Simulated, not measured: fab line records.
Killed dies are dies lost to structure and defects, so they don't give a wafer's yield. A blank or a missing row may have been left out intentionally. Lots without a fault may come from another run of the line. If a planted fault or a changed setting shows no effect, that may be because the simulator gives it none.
Chamber matching	flow nand_harc	NHARC_A_CHANNEL_FILL_D2_ALD_25 on ald_hk-01 has 4 sister chambers
The step deposits SiOx, target thk 60 nm, pulse time 10 s, ald cycles 600. 20 wafers are shown with their chamber, then 10 later ones without.

WAFERS, EACH WITH ITS CHAMBER
wafer	chamber	heater_power_outer_w (W)	heater_power_w (W)	precursor_pulse_height_rel
L075.2	3	246	438	1.012
L075.5	2	266	493	0.975
L075.6	1	229	447	0.982
L078.3	3	246	448	1.000
L078.5	2	267	487	1.011
L078.6	1	233	444	0.992
L081.2	1	237	464	1.001
L081.5	1	243	456	0.992
L081.6	2	264	490	1.031
L084.2	2	268	498	1.002
L084.3	0	285	504	1.022
L084.6	1	234	447	0.990
L086.1	1	233	456	1.002
L086.2	0	295	510	0.980
L086.5	0	292	515	0.972
L087.1	3	243	456	0.974
L087.5	2	270	505	0.977
L087.6	1	236	447	0.987
L088.1	2	284	524	0.966
L088.5	3	260	470	1.021

SIGNATURES (averages over the wafers above)
reading	chamber 0	chamber 1	chamber 2	chamber 3	scatter within a chamber
heater_power_outer_w	290.67	235.00	269.83	248.75	6.14
heater_power_w	509.67	451.57	499.50	453.00	10.7
precursor_pulse_height_rel	0.99133	0.99229	0.99367	1.00175	0.0196
Rule: for each reading, subtract the chamber's mean from the wafer's reading, divide by that reading's scatter and square the result; add these up over the readings and take the root, which gives the wafer's distance from the chamber. If the next closest chamber is less than 2 further off than the closest, the wafer can't be placed; otherwise it belongs to the closest. The scatter: take each reading less its chamber's mean, square it, sum over the shown wafers, divide by the number of wafers less the number of chambers, and take the root.

WAFERS WITH NO CHAMBER GIVEN
wafer	heater_power_outer_w (W)	heater_power_w (W)	precursor_pulse_height_rel
L088.6	287	515	0.988
L090.1	286	493	0.983
L090.4	283	524	1.003
L090.5	279	479	1.007
L092.1	281	482	1.000
L092.3	287	520	0.970
L092.4	248	473	1.027
L097.2	285	521	1.000
L097.6	282	502	0.974
L097.5	256	478	1.011

THE CHAMBER EACH PASSED THROUGH
wafer	from the rows above	in truth
L088.6	0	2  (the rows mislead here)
L090.1	can't be placed: 0 or 2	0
L090.4	can't be placed: 0 or 2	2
L090.5	can't be placed: 2 or 0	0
L092.1	can't be placed: 2 or 0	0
L092.3	0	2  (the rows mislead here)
L092.4	can't be placed: 3 or 1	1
L097.2	can't be placed: 0 or 2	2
L097.6	can't be placed: 0 or 2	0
L097.5	can't be placed: 3 or 2 or 1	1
Placed correctly: 0 of 10. Can't be placed from these rows: 8 (the true chamber is among the candidates in 8). Wrongly placed: 2.
